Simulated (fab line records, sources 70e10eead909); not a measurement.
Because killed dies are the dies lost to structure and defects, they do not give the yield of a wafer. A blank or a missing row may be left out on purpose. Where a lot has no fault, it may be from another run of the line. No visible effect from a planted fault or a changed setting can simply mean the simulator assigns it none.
Which of the tools did it? -- flow nand_harc -- 72 wafers from 24 lots sampled at 6 of the route's 1302 steps

== WHAT THE GAUGES READ, wafer by wafer ==
NHARC_A_CONTACT_OVL_MEAS_70.
lot,measured,on,overlay_x_nm (nm),overlay_y_nm (nm)
L074,day 22 04:43,overlay-02,-0.8 -0.4 -0.7,0.2 -0.2 0.2
L076,day 22 13:53,overlay-02,-0.4 -0.5 -0.2,1.7 1.8 2.2
L075,day 22 16:58,overlay-02,-0.4 -0.3 -0.2,-1.1 -0.6 -1.0
L077,day 22 22:51,overlay-02,1.0 0.6 0.7,-0.4 -1.0 -0.4
L079,day 23 09:20,overlay-02,0.9 0.4 0.6,0.5 0.4 0.4
L078,day 23 20:16,overlay-02,-0.7 -0.6 -1.0,0.1 0.0 0.0
L080,day 24 00:23,overlay-02,1.4 0.9 1.1,0.4 0.4 0.8
L081,day 24 01:26,overlay-02,-1.4 -1.1 -1.4,0.0 0.5 -0.6
L083,day 26 04:59,overlay-01,-0.9 -0.4 -0.3,-1.2 -1.2 -0.9
L084,day 26 07:26,overlay-01,-0.7 -1.1 -0.1,0.4 0.3 0.5
L082,day 26 08:06,overlay-02,0.3 0.5 0.2,-0.2 -0.2 -0.5
L085,day 26 11:52,overlay-01,-1.2 -2.1 -1.6,0.1 0.4 0.1
L088,day 27 06:09,overlay-01,-0.7 -0.8 -0.2,0.6 0.5 0.8
L086,day 27 07:46,overlay-01,-0.1 -0.9 -0.3,-0.1 -0.6 -0.2
L089,day 27 22:40,overlay-02,-0.7 0.1 -0.1,0.1 -0.5 0.1
L090,day 29 01:14,overlay-01,0.2 0.1 -0.2,-0.3 0.3 0.2
L087,day 29 12:43,overlay-02,-0.6 0.3 0.0,0.0 0.1 -0.2
L091,day 29 10:10,overlay-02,1.2 0.9 1.0,0.7 0.3 1.2
L092,day 29 19:29,overlay-02,-0.9 -0.4 -0.6,-0.1 -0.9 -0.6
L096,day 30 10:59,overlay-01,1.4 0.6 0.9,-0.9 -0.9 -0.6
L094,day 30 11:29,overlay-01,-1.4 -1.3 -1.6,1.4 1.1 0.9
L095,day 30 20:45,overlay-02,-1.2 -1.6 -1.6,-0.3 -0.8 -0.7
L093,day 31 05:49,overlay-02,-1.5 -1.6 -1.6,-0.6 -0.5 -0.9
L097,day 31 09:50,overlay-01,1.4 0.8 -0.1,-0.4 -0.6 -0.9

== WHICH TOOL RAN EACH LOT (tool, then ch and the chambers of the sampled wafers, then the start) ==
lot,NHARC_A_WL_FILL_CMP_12,NHARC_A_CONTACT_DEP_28,NHARC_A_CONTACT_ETCH_113,NHARC_A_CONTACT_ETCH_122,NHARC_A_CONTACT_DEP_57
L074,"cmp-03 ch 0,2,3, day 21 08:29","acl_dep-02 ch 0, day 21 10:57","har_cap_etch-02 ch 0,1, day 21 18:25","har_cap_etch-02 ch 0,1, day 21 20:28","acl_dep-03 ch 0, day 22 00:47"
L076,"cmp-01 ch 1,2,3, day 21 20:20","acl_dep-02 ch 0, day 21 22:44","har_cap_etch-03 ch 0,1, day 22 05:56","har_cap_etch-03 ch 0,1, day 22 07:28","acl_dep-02 ch 0, day 22 09:50"
L075,"cmp-03 ch 0,2,3, day 21 20:28","acl_dep-01 ch 0, day 22 01:09","har_cap_etch-03 ch 0,1, day 22 08:35","har_cap_etch-03 ch 0,1, day 22 10:08","acl_dep-02 ch 0, day 22 14:08"
L077,"cmp-01 ch 0,1,3, day 22 05:53","acl_dep-01 ch 0, day 22 07:01","har_cap_etch-01 ch 0,1, day 22 14:26","har_cap_etch-01 ch 0,1, day 22 15:59","acl_dep-01 ch 0, day 22 18:52"
L079,"cmp-03 ch 1,3, day 22 16:40","acl_dep-03 ch 0, day 22 18:32","har_cap_etch-02 ch 0,1, day 23 01:29","har_cap_etch-02 ch 0,1, day 23 03:01","acl_dep-02 ch 0, day 23 05:53"
L078,"cmp-01 ch 0,1,2, day 23 02:59","acl_dep-03 ch 0, day 23 04:52","har_cap_etch-01 ch 0,1, day 23 12:23","har_cap_etch-01 ch 0,1, day 23 13:56","acl_dep-03 ch 0, day 23 16:52"
L080,"cmp-01 ch 0,1,2, day 23 05:52","acl_dep-03 ch 0, day 23 08:29","har_cap_etch-03 ch 0, day 23 15:53","har_cap_etch-03 ch 0, day 23 17:26","acl_dep-01 ch 0, day 23 20:20"
L081,"cmp-03 ch 1,2, day 23 06:01","acl_dep-01 ch 0, day 23 08:34","har_cap_etch-01 ch 0,1, day 23 16:05","har_cap_etch-01 ch 0,1, day 23 17:38","acl_dep-03 ch 0, day 23 21:23"
L083,"cmp-01 ch 0,1,2, day 25 08:43","acl_dep-02 ch 0, day 25 12:12","har_cap_etch-03 ch 0,1, day 25 18:53","har_cap_etch-03 ch 0,1, day 25 20:25","acl_dep-01 ch 0, day 26 01:28"
L084,"cmp-02 ch 0,1,2, day 25 11:59","acl_dep-01 ch 0, day 25 15:11","har_cap_etch-01 ch 0,1, day 25 22:52","har_cap_etch-01 ch 0,1, day 26 00:23","acl_dep-03 ch 0, day 26 03:23"
L082,"cmp-01 ch 1,2, day 25 12:01","acl_dep-02 ch 0, day 25 15:46","har_cap_etch-02 ch 0,1, day 25 23:32","har_cap_etch-02 ch 0,1, day 26 01:04","acl_dep-02 ch 0, day 26 03:59"
L085,"cmp-01 ch 0,2,3, day 25 16:36","acl_dep-03 ch 0, day 25 21:17","har_cap_etch-03 ch 0,1, day 26 03:58","har_cap_etch-03 ch 0,1, day 26 05:30","acl_dep-03 ch 0, day 26 08:22"
L088,"cmp-01 ch 0,1,3, day 26 08:23","acl_dep-03 ch 0, day 26 11:02","har_cap_etch-03 ch 0,1, day 26 18:28","har_cap_etch-03 ch 0,1, day 26 20:00","acl_dep-03 ch 0, day 27 02:14"
L086,"cmp-03 ch 0,2,3, day 26 08:25","acl_dep-02 ch 0, day 26 11:13","har_cap_etch-01 ch 0,1, day 26 18:47","har_cap_etch-01 ch 0,1, day 26 20:20","acl_dep-01 ch 0, day 27 03:46"
L089,"cmp-03 ch 0,3, day 27 04:56","acl_dep-03 ch 0, day 27 08:03","har_cap_etch-01 ch 0,1, day 27 14:43","har_cap_etch-01 ch 0,1, day 27 16:16","acl_dep-03 ch 0, day 27 19:17"
L090,"cmp-02 ch 1,2,3, day 28 05:46","acl_dep-03 ch 0, day 28 06:54","har_cap_etch-03 ch 0,1, day 28 14:17","har_cap_etch-03 ch 0,1, day 28 16:11","acl_dep-01 ch 0, day 28 21:15"
L087,"cmp-03 ch 0,1,2, day 28 13:35","acl_dep-01 ch 0, day 28 17:01","har_cap_etch-01 ch 0,1, day 29 00:14","har_cap_etch-01 ch 0,1, day 29 01:46","acl_dep-03 ch 0, day 29 08:47"
L091,"cmp-01 ch 0,2,3, day 28 13:38","acl_dep-03 ch 0, day 28 16:11","har_cap_etch-02 ch 0,1, day 28 22:46","har_cap_etch-02 ch 0,1, day 29 00:19","acl_dep-01 ch 0, day 29 06:40"
L092,"cmp-03 ch 0,2,3, day 29 00:36","acl_dep-02 ch 0, day 29 05:07","har_cap_etch-02 ch 0,1, day 29 11:09","har_cap_etch-02 ch 0,1, day 29 12:42","acl_dep-01 ch 0, day 29 16:30"
L096,"cmp-01 ch 1,2,3, day 29 18:19","acl_dep-03 ch 0, day 29 20:31","har_cap_etch-01 ch 0,1, day 30 03:02","har_cap_etch-01 ch 0,1, day 30 04:35","acl_dep-02 ch 0, day 30 07:35"
L094,"cmp-02 ch 0,2,3, day 29 18:28","acl_dep-01 ch 0, day 29 20:22","har_cap_etch-02 ch 0,1, day 30 03:34","har_cap_etch-02 ch 0,1, day 30 05:07","acl_dep-03 ch 0, day 30 07:25"
L095,"cmp-02 ch 1,2,3, day 30 04:19","acl_dep-01 ch 0, day 30 06:08","har_cap_etch-01 ch 0,1, day 30 12:49","har_cap_etch-01 ch 0,1, day 30 14:22","acl_dep-03 ch 0, day 30 17:20"
L093,"cmp-03 ch 0,1,2, day 30 07:56","acl_dep-03 ch 0, day 30 10:40","har_cap_etch-02 ch 0,1, day 30 18:04","har_cap_etch-02 ch 0,1, day 30 19:36","acl_dep-03 ch 0, day 31 01:45"
L097,"cmp-03 ch 2,3, day 30 14:18","acl_dep-01 ch 0, day 30 16:11","har_cap_etch-02 ch 0,1, day 31 00:12","har_cap_etch-02 ch 0,1, day 31 01:45","acl_dep-02 ch 0, day 31 05:45"
- NHARC_A_WL_FILL_CMP_12: polishes, t overpolish 30 s, target thk 100 nm.
- NHARC_A_CONTACT_DEP_28: deposits aC, target thk 7000 nm.
- NHARC_A_CONTACT_ETCH_113: etches the open film in C4F8/O2/Ar, time 190 s, target depth 1850 nm.
- NHARC_A_CONTACT_ETCH_122: etches the open film in C4F8/O2/Ar, time 190 s, target depth 1850 nm.
- NHARC_A_CONTACT_DEP_57: deposits aC, target thk 5300 nm.

== WHAT THE TOOLS THEMSELVES READ (means of the sampled wafers that have a number; where no wafer has one, the mark that the record gives instead) ==
NHARC_A_WL_FILL_CMP_12.
lot,tool,motor_current_A (A),overpolish_run_s (s),time_to_endpoint_s (s)
L074,cmp-03,11.7,29.997,22.6
L076,cmp-01,12.4,29.998,19.5
L075,cmp-03,12.0,29.999,18.8
L077,cmp-01,12.4,30.003,24.4
L079,cmp-03,12.5,29.992,19.2
L078,cmp-01,12.6,30.014,23.0
L080,cmp-01,12.7,29.992,24.6
L081,cmp-03,12.0,29.997,21.3
L083,cmp-01,12.8,29.993,22.3
L084,cmp-02,12.2,30.016,23.7
L082,cmp-01,12.9,29.991,20.5
L085,cmp-01,11.3,30.005,19.3
L088,cmp-01,12.9,30.000,20.7
L086,cmp-03,11.9,30.005,20.4
L089,cmp-03,11.3,30.012,19.8
L090,cmp-02,12.4,30.009,18.0
L087,cmp-03,11.9,29.998,19.6
L091,cmp-01,11.9,30.008,20.5
L092,cmp-03,12.2,29.996,19.3
L096,cmp-01,12.5,30.003,18.9
L094,cmp-02,11.9,30.003,20.3
L095,cmp-02,12.2,30.006,20.8
L093,cmp-03,11.4,29.995,17.9
L097,cmp-03,12.5,29.998,20.4

NHARC_A_CONTACT_DEP_28.
lot,tool,throttle_valve_pct (%)
L074,acl_dep-02,34.995
L076,acl_dep-02,35.010
L075,acl_dep-01,34.993
L077,acl_dep-01,34.998
L079,acl_dep-03,35.003
L078,acl_dep-03,34.995
L080,acl_dep-03,34.996
L081,acl_dep-01,34.997
L083,acl_dep-02,34.989
L084,acl_dep-01,34.995
L082,acl_dep-02,34.995
L085,acl_dep-03,35.008
L088,acl_dep-03,35.001
L086,acl_dep-02,35.007
L089,acl_dep-03,35.005
L090,acl_dep-03,34.996
L087,acl_dep-01,34.997
L091,acl_dep-03,34.997
L092,acl_dep-02,34.998
L096,acl_dep-03,34.994
L094,acl_dep-01,34.992
L095,acl_dep-01,35.006
L093,acl_dep-03,35.003
L097,acl_dep-01,34.993

NHARC_A_CONTACT_DEP_57.
lot,tool,throttle_valve_pct (%)
L074,acl_dep-03,35.001
L076,acl_dep-02,34.995
L075,acl_dep-02,34.996
L077,acl_dep-01,35.001
L079,acl_dep-02,35.002
L078,acl_dep-03,34.990
L080,acl_dep-01,35.005
L081,acl_dep-03,34.999
L083,acl_dep-01,35.001
L084,acl_dep-03,35.003
L082,acl_dep-02,34.999
L085,acl_dep-03,34.993
L088,acl_dep-03,34.992
L086,acl_dep-01,34.988
L089,acl_dep-03,35.012
L090,acl_dep-01,35.006
L087,acl_dep-03,34.997
L091,acl_dep-01,34.993
L092,acl_dep-01,34.995
L096,acl_dep-02,34.997
L094,acl_dep-03,35.001
L095,acl_dep-03,34.999
L093,acl_dep-03,34.988
L097,acl_dep-02,35.007

== THE ANSWER, worked out from the rows above alone ==
Rule: usual is defined by the lots themselves. The widest of any qualifying gaps counts: lots, ordered by their means at a reading, are off when they make up no more than a third of the lots, leave a main group of 4 or more, and stand apart from it by 3 or more times the standard deviation of that group's means. A main group is skipped when, at the precision printed for the reading in the tables above, its means are all equal. Also off: a lot with no number at a reading for which 4 or more lots have one. All remaining lots with rows at the step are treated as sound. The gauges are gone through in route order, then the tools' own readings, and for those a lot's mean is taken as printed above. At the first step where some lot is off, the reading lying furthest off is the one used; lots without a number count as furthest.
Across all readings shown, no lot is off: no conclusion can be drawn from this.

== WHAT THE SIMULATOR PUT IN ==
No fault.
